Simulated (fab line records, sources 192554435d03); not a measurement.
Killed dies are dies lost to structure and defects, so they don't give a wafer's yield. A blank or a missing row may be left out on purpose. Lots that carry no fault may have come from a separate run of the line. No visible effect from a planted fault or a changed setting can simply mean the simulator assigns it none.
Matching of chambers    flow n5 finfet    N5_GATE_CUT_HM_DEP_46 on pecvd-01: 3 sister chambers
The step deposits SiO2 from TEOS/O2, target thk 130 nm, time 26.6 s. 20 wafers are shown with their chamber, then 10 later ones without.

## WAFERS PAIRED WITH THEIR CHAMBERS
wafer   chamber  showerhead plenum p Torr (Torr)  throttle valve pct (%)  heater power w (W)
L074.1  0        8.40                             18.9                    685
L074.5  1        8.32                             19.2                    617
L074.6  2        8.32                             18.1                    454
L079.3  2        8.32                             18.0                    501
L079.4  1        8.31                             19.7                    625
L079.6  0        8.39                             19.1                    630
L083.1  1        8.28                             19.4                    615
L083.2  2        8.29                             18.4                    562
L083.4  1        8.31                             19.3                    606
L084.1  0        8.37                             19.0                    717
L084.2  1        8.30                             19.2                    655
L084.3  2        8.32                             18.5                    547
L084.4  0        8.37                             19.1                    552
L084.5  2        8.31                             18.6                    560
L084.6  1        8.30                             19.2                    659
L089.2  1        8.30                             19.2                    618
L089.3  2        8.31                             18.4                    562
L089.4  2        8.33                             18.4                    561
L091.1  2        8.31                             18.4                    515
L091.2  1        8.30                             19.5                    528

SIGNATURES (means of the wafers above)
reading                   chamber 0  chamber 1  chamber 2  scatter within a chamber
showerhead plenum p Torr  8.3825     8.3025     8.3138     0.0124
throttle valve pct        19.025     19.337     18.350     0.179
heater power w            646.00     615.38     532.75     47.2
Rule: for a wafer and a chamber, the distance is found by dividing, reading by reading, the gap between the wafer's reading and the chamber's mean by the reading's scatter, squaring, summing and taking the root. If the next closest chamber is less than 2 further off than the closest, the wafer can't be placed; otherwise it belongs to the closest. The scatter is the square root of a quotient: the sum, over the shown wafers, of each reading's squared deviation from its chamber's mean, divided by wafers minus chambers.

## WAFERS MISSING THEIR CHAMBER
wafer   showerhead plenum p Torr (Torr)  throttle valve pct (%)  heater power w (W)
L091.4  8.32                             18.5                    534
L091.3  8.32                             19.2                    538
L091.5  8.32                             18.1                    544
L091.6  8.33                             19.0                    555
L095.2  8.31                             19.4                    617
L095.3  8.40                             19.2                    659
L095.4  8.33                             18.6                    495
L096.2  8.31                             18.6                    485
L096.3  8.40                             19.1                    587
L096.4  8.32                             18.2                    496

## THE CHAMBER EACH PASSED THROUGH
wafer   from the rows above           in truth
L091.4  2                             2
L091.3  1                             1
L091.5  2                             2
L091.6  can't be placed: 1 or 2 or 0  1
L095.2  1                             1
L095.3  0                             0
L095.4  2                             2
L096.2  2                             2
L096.3  0                             0
L096.4  2                             2
Correctly placed: 9 of 10. Can't be placed from these rows: 1 (the true chamber is among the candidates in 1). Placed wrongly: 0.
